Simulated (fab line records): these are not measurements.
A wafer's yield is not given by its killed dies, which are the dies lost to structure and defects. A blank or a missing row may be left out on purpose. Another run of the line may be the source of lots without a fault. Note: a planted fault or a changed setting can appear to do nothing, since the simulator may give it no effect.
A lot that was struck, set against a sound lot    flow nand_harc    13 steps out of a route of 1302
Sound: these wafers, L562.2, L562.4, L562.6. Struck: wafers L548.1, L548.5. (L548.2 of the same lot was not struck and is left out.) The cause comes at the end.
Each step with rows lists, per side, the tool, then ch with its chambers, then its first start. Under that, the readings that differ: sound wafers    struck wafers    difference of the means    sigmas: that difference in standard deviations of wafers without a fault.
alike: readings whose means differ by less than 2 such deviations, and words and numbers that are the same on both sides. not compared: withheld readings, readings that some wafer has no value for, bounds like >300 that may hide the same value, and numbers for which the record gives no deviation and whose values overlap.
Wherever a step has rows on one side only, a row that says differs or no value, or a row with sigmas, the two part there. Non-overlapping numbers with no deviation appear without sigmas and do not part them. A reading that every wafer of one side lacks parts them only if that side has two wafers or more.

first, 1 step without rows for these wafers: NHARC_A_CONTACT_STRIP_27 (strips in post etch residue remover, time 600 s).
NHARC_A_CONTACT_ALD_18: deposits TiN, target thk 3 nm, pulse time 1 s, ald cycles 150.
  sound on ald_metal-01 ch 0,1,3, day 29 14:46; struck on ald_metal-01 ch 0,2, day 23 23:42
  alike: heater_power_w, precursor_pulse_height_rel
  not compared: since_wet_clean_h
NHARC_A_CONTACT_CVD_19: deposits W, target thk 300 nm, time 802 s.
  sound: cvd_w-01 ch 0; struck: cvd_w-02 ch 0,1
reading              sound              struck       difference  sigmas
mfc_wf6_sccm (sccm)  39.84 39.82 39.76  40.12 40.06  +0.28       +2
  alike: heater_power_w, throttle_valve_pct
  not compared: since_wet_clean_h
NHARC_A_CONTACT_CMP_20: polishes, t overpolish 30 s, target thk 300 nm.
  sound on cmp-01 ch 0,1,2, day 29 15:51; struck on cmp-01 ch 3, day 24 00:47
  alike: motor_current_A, overpolish_run_s, slurry_flow_ml_min, time_to_endpoint_s
  not compared: pad_life_wafers
following that, these wafers have no rows for 1 step: NHARC_A_CONTACT_SRD_22.
NHARC_A_CONTACT_INSPECT_23:
  sound on defect_inspect-02, day 29 16:15; struck on defect_inspect-01, day 24 01:13
  alike: raw_defect_count
then, 5 steps without rows for these wafers: NHARC_A_BLC_DEHYDRATE_00 (time 120 s); NHARC_A_BLC_HMDS_01 (time 30 s); NHARC_A_BLC_COAT_02 (time 75 s); NHARC_A_BLC_COAT_03 (time 65 s); NHARC_A_BLC_COAT_04 (resist thk 90 nm).
NHARC_A_BLC_SOFTBAKE_05: time 55 s.
  sound on litho_track-06 ch 0, day 29 16:00; struck on litho_track-06 ch 0, day 24 01:00
reading                   sound                 struck         difference  sigmas
heater_power_total_W (W)  188.37 188.32 188.40  240.22 240.22  +51.86      +99 or more
following that, these wafers have no rows for 1 step: NHARC_A_BLC_EBR_06.

== WHERE THEY PART ==
Earliest at NHARC_A_CONTACT_CVD_19; latest, in this record, at NHARC_A_BLC_SOFTBAKE_05.

WHY: what the simulator had put in
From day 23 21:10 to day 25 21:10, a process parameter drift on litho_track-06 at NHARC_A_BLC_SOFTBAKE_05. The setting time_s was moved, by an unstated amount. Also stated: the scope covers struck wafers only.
